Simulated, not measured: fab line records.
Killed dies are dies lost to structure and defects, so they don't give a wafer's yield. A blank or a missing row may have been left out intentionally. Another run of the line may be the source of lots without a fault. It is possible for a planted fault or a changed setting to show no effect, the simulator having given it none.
Chamber matching    flow n5 finfet    N5_PASSIVATION_PECVD_00 on pecvd-01 has 3 sister chambers
The step deposits SiO2 from SiH4/N2O, target thk 200 nm, time 11.2 s. 3 wafers are shown with their chamber, then 10 later ones without.

WAFERS PAIRED WITH THEIR CHAMBERS
wafer   chamber  showerhead plenum p Torr (Torr)
L089.2  2        8.11
L091.2  1        8.18
L091.3  0        8.28

WAFERS MISSING THEIR CHAMBER
wafer   showerhead plenum p Torr (Torr)
L091.6  8.25
L090.2  8.28
L090.3  8.28
L090.6  8.26
L093.1  8.19
L093.2  8.26
L093.5  8.28
L094.1  8.29
L094.5  8.26
L094.6  8.18

CHAMBER TAKEN BY EACH
wafer   from the rows above  in truth
L091.6  0                    0
L090.2  0                    0
L090.3  0                    0
L090.6  0                    0
L093.1  1                    1
L093.2  0                    0
L093.5  0                    0
L094.1  0                    0
L094.5  0                    0
L094.6  1                    1
Correct placement for 10 of the 10. Not placeable from these rows: 0. 0 placed wrongly.
How it was worked out, from the rows above alone: a wafer's distance from a chamber is the root of the sum, over the readings, of the square of ((its reading less the chamber's mean) divided by the reading's scatter). If the next closest chamber is less than 2 further off than the closest, the wafer can't be placed; otherwise it belongs to the closest. Each chamber's mean is taken over the wafers shown for it. The scatter (one wafer shown for each chamber): square how far every hidden wafer sits from the nearest shown wafer, average those squares and take the square root.
